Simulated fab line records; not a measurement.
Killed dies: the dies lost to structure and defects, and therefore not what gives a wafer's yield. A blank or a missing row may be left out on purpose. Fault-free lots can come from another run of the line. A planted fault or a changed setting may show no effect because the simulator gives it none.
fab line records	flow n5Finfet
record lots=7	wafers=39
route steps=1938 shown BEOL_M14@1716 MIM_BOT_LITHO@1860
startH: hours from the record's first day to the start of the lot's first wafer shown	waitH: hours from the lot's prior step to this one	" the same as in the row above	L1.1+2: several wafers, shown together as one row	- no value, or no start given	* or withheld: withheld	< > ~ a bound
route shown NAME@n: a module of which the file shows steps, and the number in the route of the first	usual: the fault-free wafers' mean and standard deviation	same: alike in all rows	chamber/n: place in a boat	sites: per-site readings	_std_site: standard deviation across them	_edge_site: outer sites' mean less inner sites'	radiusMm: for every site, how far away it sits from the centre of the wafer	mask NAME#n: copy n	behind: the most recent tool/chamber to have shaped the wafer	hold: what put the lot on hold/how long, in hours/how the hold closed	device: whichever transistor did not switch (one of n, p or np)	end of line: tests of these same wafers at the route's end	a step given without rows: its recipe and nothing more	killed: dies lost to structure and defects at the first sort, not the wafer's yield	map: per-die view of a wafer (x killed, . not killed, _ where there is no die)
set.NAME: setting as actually run; set.NAME@STEP: the setting as run at that earlier step	model.NAME: the simulator's own value behind a step, which no gauge read
one table per step and one row per wafer, for lots whose settings were changed on purpose
## steps
# step N5_BEOL_M14_ILD_DEP_00
# recipe material=SiO2	targetThkA=11193	tempC=400	precursor=TEOS/O2	pressureTorr=6.5	rfW=900	teosFlowSccm=161.4	gas=O2	flowSccm=2650	timeS=237.4
lot.wafer	tool	chamber	startH	waitH	set.timeS	model.SiO2_of_BEOL_M14_ILD_DEP_00.thkNm
L079.1	pecvd-04	0	307.11	0.0	111.9	512
L079.2	"	2	"	"	237.4	1095
L079.3	"	1	"	"	237.4	1122
L079.4	"	2	"	"	111.9	529
L079.5	"	0	"	"	111.9	527
L079.6	"	1	"	"	237.4	1139
L084.2	pecvd-04	1	354.44	0.0	237.4	1122
L084.4	"	0	"	"	237.4	1120
L084.5	"	2	"	"	237.4	1108
L087.1	pecvd-01	2	362.83	0.0	237.4	1116
L087.2	"	1	"	"	237.4	1095
L087.3	"	0	"	"	237.4	1114
L087.4	"	2	"	"	370.2	1762
L087.5	"	0	"	"	370.2	1768
L087.6	"	1	"	"	370.2	1739
L090.1	pecvd-01	0	384.06	0.0	187	897
L090.2	"	2	"	"	237.4	1126
L090.3	"	1	"	"	237.4	1111
L090.4	"	0	"	"	187	910.6
L090.5	"	2	"	"	237.4	1137
L090.6	"	1	"	"	187	890.6
L092.1	pecvd-03	2	396.61	0.0	237.4	1104
L092.2	"	0	"	"	127.6	583.2
L092.3	"	1	"	"	127.6	600.4
L092.4	"	0	"	"	237.4	1118
L092.5	"	2	"	"	127.6	600.6
L092.6	"	1	"	"	237.4	1109
L094.1	pecvd-04	0	410.22	0.0	237.4	1104
L094.2	"	2	"	"	177.8	819.6
L094.3	"	2	"	"	237.4	1118
L094.4	"	0	"	"	177.8	839.4
L094.5	"	0	"	"	237.4	1115
L094.6	"	2	"	"	177.8	841.6
L096.1	pecvd-03	1	418.28	0.0	333.6	1567
L096.2	"	0	"	"	333.6	1554
L096.3	"	2	"	"	237.4	1115
L096.4	"	1	"	"	237.4	1140
L096.5	"	2	"	"	237.4	1123
L096.6	"	0	"	"	333.6	1574
# step N5_BEOL_M14_THK_MEAS_01
# recipe reads=SiO2_of_BEOL_M14_ILD_DEP_00
# usual M14_ILD_THK=1118/14
lot.wafer	tool	chamber	startH	waitH	set.timeS@BEOL_M14_ILD_DEP_00	M14_ILD_THK[nm]
L079.1	filmMetro-02	-	307.30	0.1	111.9	513
L079.2	"	-	"	"	237.4	1095
L079.3	"	-	"	"	237.4	1122
L079.4	"	-	"	"	111.9	529
L079.5	"	-	"	"	111.9	527
L079.6	"	-	"	"	237.4	1139
L084.2	filmMetro-02	-	354.63	0.1	237.4	1123
L084.4	"	-	"	"	237.4	1120
L084.5	"	-	"	"	237.4	1108
L087.1	filmMetro-02	-	363.02	0.1	237.4	1116
L087.2	"	-	"	"	237.4	1096
L087.3	"	-	"	"	237.4	1115
L087.4	"	-	"	"	370.2	1763
L087.5	"	-	"	"	370.2	1769
L087.6	"	-	"	"	370.2	1740
L090.1	filmMetro-02	-	384.25	0.1	187	897
L090.2	"	-	"	"	237.4	1126
L090.3	"	-	"	"	237.4	1112
L090.4	"	-	"	"	187	910
L090.5	"	-	"	"	237.4	1138
L090.6	"	-	"	"	187	891
L092.1	filmMetro-02	-	396.80	0.1	237.4	1104
L092.2	"	-	"	"	127.6	584
L092.3	"	-	"	"	127.6	601
L092.4	"	-	"	"	237.4	1117
L092.5	"	-	"	"	127.6	600
L092.6	"	-	"	"	237.4	1110
L094.1	filmMetro-01	-	410.49	0.2	237.4	1104
L094.2	"	-	"	"	177.8	819
L094.3	"	-	"	"	237.4	1119
L094.4	"	-	"	"	177.8	839
L094.5	"	-	"	"	237.4	1116
L094.6	"	-	"	"	177.8	842
L096.1	filmMetro-02	-	418.47	0.1	333.6	1567
L096.2	"	-	"	"	333.6	1554
L096.3	"	-	"	"	237.4	1114
L096.4	"	-	"	"	237.4	1140
L096.5	"	-	"	"	237.4	1124
L096.6	"	-	"	"	333.6	1575
# step N5_BEOL_M14_COAT_58
# recipe resist=BARC	tempC=205	timeS=60	spinRpm=1500	resistThkNm=89
# step N5_BEOL_M14_COAT_04
# recipe spinRpm=1704	resistThkNm=800
# step N5_BEOL_M14_DESCUM_15
# recipe chemistry=O2	timeS=7.9	sourcePowerW=50	biasPowerW=20	pressureMtorr=20	rfFrequencyHz=2.712e+07	tempC=40	o2FlowSccm=225
# step N5_BEOL_M14_ETCH_59
# recipe chemistry=N2/H2	target=BARC	targetDepthA=890	overetchA=267	timeS=67.9	ionEnergyEv=200	pressureMtorr=30	sourceW=840	biasW=150	n2FlowSccm=200	h2FlowSccm=200
# step N5_BEOL_M14_VIA_ETCH_16
# recipe chemistry=C4F8/O2/Ar	target=SiO2	heInnerTorr=15	heOuterTorr=30	targetDepthA=12313	timeS=withheld	ionEnergyEv=800	pressureMtorr=20	sourceW=1905	biasW=2040	Ar_flow_sccm=400	C4F8_flow_sccm=16	O2_flow_sccm=12	ends=cleared
lot.wafer	tool	chamber	startH	waitH	set.timeS@BEOL_M14_ILD_DEP_00	model.etch.depthNm	model.coat_of_BEOL_M14_COAT_04.thkNm
L079.1	rieDiel-02	1	307.78	0.0	*	512.1	601.8
L079.2	"	2	"	"	*	1095	454.4
L079.3	"	3	"	"	*	1122	456.6
L079.4	"	1	"	"	*	529.1	596
L079.5	"	2	"	"	*	527.1	591.2
L079.6	"	3	"	"	*	1139	450.8
L084.2	rieDiel-05	1	356.12	0.0	*	1122	457.8
L084.4	"	3	"	"	*	1120	451.2
L084.5	"	3	"	"	*	1108	454.6
L087.1	rieDiel-02	2	363.63	0.0	*	1116	447.6
L087.2	"	0	"	"	*	1095	458.6
L087.3	"	1	"	"	*	1114	450.8
L087.4	"	3	"	"	*	1762	304
L087.5	"	2	"	"	*	1768	292.2
L087.6	"	1	"	"	*	1739	302.2
L090.1	rieDiel-04	3	384.74	0.0	*	896.9	507.4
L090.2	"	2	"	"	*	1126	452.2
L090.3	"	0	"	"	*	1111	456.2
L090.4	"	1	"	"	*	910.6	505.6
L090.5	"	1	"	"	*	1137	448
L090.6	"	2	"	"	*	890.6	507
L092.1	rieDiel-02	1	397.48	0.0	*	1104	453.4
L092.2	"	2	"	"	*	583.2	574.2
L092.3	"	0	"	"	*	600.4	574.2
L092.4	"	3	"	"	*	1118	452.6
L092.5	"	2	"	"	*	600.5	570.6
L092.6	"	1	"	"	*	1109	453
L094.1	rieDiel-02	1	410.97	0.0	*	1104	457
L094.2	"	0	"	"	*	819.5	524.4
L094.3	"	2	"	"	*	1118	449.8
L094.4	"	1	"	"	*	839.5	520.6
L094.5	"	2	"	"	*	1115	450.6
L094.6	"	0	"	"	*	841.7	520.2
L096.1	rieDiel-04	1	419.08	0.0	*	1567	343.6
L096.2	"	3	"	"	*	1554	351.4
L096.3	"	2	"	"	*	1115	454.2
L096.4	"	0	"	"	*	1140	447.4
L096.5	"	0	"	"	*	1123	452.4
L096.6	"	3	"	"	*	1574	345.4
# step N5_BEOL_M14_STRIP_63
# recipe chemistry=O2	powerW=600	tempC=60	pressureMtorr=30	rfFrequencyHz=6e+07	biasPowerW=0	overashFraction=0.3	o2FlowSccm=225
# step N5_BEOL_M14_STRIP_64
# recipe chemistry=O2	powerW=600	tempC=60	pressureMtorr=30	rfFrequencyHz=6e+07	biasPowerW=0	overashFraction=0.3	o2FlowSccm=225
# step N5_BEOL_M14_STRIP_71
# recipe chemistry=postEtchResidueRemover	timeS=60	tempC=25	removerPh=withheld	removerWaterWtPct=withheld	removerFluorideWtPct=withheld
# step N5_BEOL_M14_SRD_72
# recipe timeS=30	tempC=23	rinseLiquid=diw	dry=n2Spin	spinRpm=1500	dryTimeS=30
# step N5_BEOL_M14_CD_MEAS_17
# recipe targetCdNm=250	polarity=opening
# usual cdNm=250.8/2
lot.wafer	tool	chamber	startH	waitH	set.timeS@BEOL_M14_ILD_DEP_00	cdNm
L079.1	cdSem-01	-	308.13	0.0	111.9	245.2
L079.2	"	-	"	"	237.4	251.1
L079.3	"	-	"	"	237.4	250.4
L079.4	"	-	"	"	111.9	243.0
L079.5	"	-	"	"	111.9	245.8
L079.6	"	-	"	"	237.4	249.2
L084.2	cdSem-02	-	356.47	0.0	237.4	249.5
L084.4	"	-	"	"	237.4	251.9
L084.5	"	-	"	"	237.4	248.7
L087.1	cdSem-01	-	363.98	0.0	237.4	247.8
L087.2	"	-	"	"	237.4	248.8
L087.3	"	-	"	"	237.4	247.2
L087.4	"	-	"	"	370.2	253.2
L087.5	"	-	"	"	370.2	254.5
L087.6	"	-	"	"	370.2	253.9
L090.1	cdSem-01	-	385.08	0.0	187	251.9
L090.2	"	-	"	"	237.4	252.9
L090.3	"	-	"	"	237.4	253.2
L090.4	"	-	"	"	187	251.4
L090.5	"	-	"	"	237.4	251.3
L090.6	"	-	"	"	187	251.3
L092.1	cdSem-02	-	397.85	0.0	237.4	250.6
L092.2	"	-	"	"	127.6	248.6
L092.3	"	-	"	"	127.6	248.5
L092.4	"	-	"	"	237.4	253.1
L092.5	"	-	"	"	127.6	250.1
L092.6	"	-	"	"	237.4	251.9
L094.1	cdSem-02	-	411.32	0.0	237.4	249.0
L094.2	"	-	"	"	177.8	250.1
L094.3	"	-	"	"	237.4	250.2
L094.4	"	-	"	"	177.8	247.3
L094.5	"	-	"	"	237.4	252.6
L094.6	"	-	"	"	177.8	248.7
L096.1	cdSem-01	-	419.43	0.0	333.6	255.7
L096.2	"	-	"	"	333.6	258.1
L096.3	"	-	"	"	237.4	253.6
L096.4	"	-	"	"	237.4	252.6
L096.5	"	-	"	"	237.4	252.8
L096.6	"	-	"	"	333.6	256.0
# step N5_MIM_BOT_LITHO_DEVELOP_07
# recipe developTimeS=60	rinseLiquid=diw	dry=airSpin	devTempC=21
lot.wafer	tool	chamber	startH	waitH	set.developTimeS
L079.1+2+5	lithoTrack-01	0	-	-	88.16
L079.3+4+6	"	0	"	"	60
L084.2+4+5	lithoTrack-05	0	-	-	60
L087.1+5+6	lithoTrack-05	0	-	-	60
L087.2+3+4	"	0	"	"	33.16
L090.1+2+3+4+5+6	lithoTrack-05	0	-	-	60
L092.1+2+3+4+5+6	lithoTrack-02	0	-	-	60
L094.1+4+5	lithoTrack-02	0	-	-	60
L094.2+3+6	"	0	"	"	94.16
L096.1+2+3	lithoTrack-02	0	-	-	24.43
L096.4+5+6	"	0	"	"	60
# step N5_MIM_BOT_LITHO_HARDBAKE_09
# recipe tempC=130	timeS=120
# step N5_MIM_BOT_LITHO_CD_MEAS_08
# recipe targetCdNm=3000	landingEnergyEv=500	detector=seInlens	polarity=opening
# usual cdNm=2999.8/2.2
lot.wafer	tool	chamber	startH	waitH	set.developTimeS@MIM_BOT_LITHO_DEVELOP_07	cdNm
L079.1	cdSem-02	0	332.41	-	88.16	3004.7
L079.2	"	0	"	"	88.16	3007.7
L079.3	"	0	"	"	60	2997.5
L079.4	"	0	"	"	60	3000.2
L079.5	"	0	"	"	88.16	3005.6
L079.6	"	0	"	"	60	2999.6
L084.2	cdSem-01	0	375.93	-	60	2999.9
L084.4	"	0	"	"	60	2999.3
L084.5	"	0	"	"	60	3000.5
L087.1	cdSem-02	0	376.09	-	60	2995.8
L087.2	"	0	"	"	33.16	2986.6
L087.3	"	0	"	"	33.16	2987.3
L087.4	"	0	"	"	33.16	2986.4
L087.5	"	0	"	"	60	2998.0
L087.6	"	0	"	"	60	2997.1
L090.1	cdSem-03	0	403.27	-	60	2995.5
L090.2	"	0	"	"	60	2999.1
L090.3	"	0	"	"	60	2997.9
L090.4	"	0	"	"	60	2999.2
L090.5	"	0	"	"	60	3000.0
L090.6	"	0	"	"	60	2997.5
L092.1	cdSem-03	0	417.76	-	60	2999.0
L092.2	"	0	"	"	60	2999.9
L092.3	"	0	"	"	60	2999.4
L092.4	"	0	"	"	60	3002.1
L092.5	"	0	"	"	60	2996.3
L092.6	"	0	"	"	60	2999.5
L094.1	cdSem-02	0	429.40	-	60	3004.9
L094.2	"	0	"	"	94.16	3011.7
L094.3	"	0	"	"	94.16	3014.1
L094.4	"	0	"	"	60	3002.5
L094.5	"	0	"	"	60	3004.2
L094.6	"	0	"	"	94.16	3012.5
L096.1	cdSem-03	0	435.92	-	24.43	2985.3
L096.2	"	0	"	"	24.43	2981.4
L096.3	"	0	"	"	24.43	2984.3
L096.4	"	0	"	"	60	3000.6
L096.5	"	0	"	"	60	3002.2
L096.6	"	0	"	"	60	3000.5
## key
split step=N5_BEOL_M14_ILD_DEP_00	setting=timeS	stated=237.4	by=wafer
response step=N5_BEOL_M14_ILD_DEP_00	reading=model.SiO2_of_BEOL_M14_ILD_DEP_00.thkNm	change=+11.2	per=1%	r=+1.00
response step=N5_BEOL_M14_THK_MEAS_01	reading=M14_ILD_THK	change=+11.2	per=1%	r=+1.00
response step=N5_BEOL_M14_VIA_ETCH_16	reading=model.etch.depthNm	change=+11.2	per=1%	r=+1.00
response step=N5_BEOL_M14_VIA_ETCH_16	reading=model.coat_of_BEOL_M14_COAT_04.thkNm	change=-2.67	per=1%	r=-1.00
response step=N5_BEOL_M14_CD_MEAS_17	reading=cdNm	change=+0.09	per=1%	r=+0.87
split step=N5_MIM_BOT_LITHO_DEVELOP_07	setting=developTimeS	stated=60	by=wafer
response step=N5_MIM_BOT_LITHO_CD_MEAS_08	reading=cdNm	change=+0.212	per=1%	r=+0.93
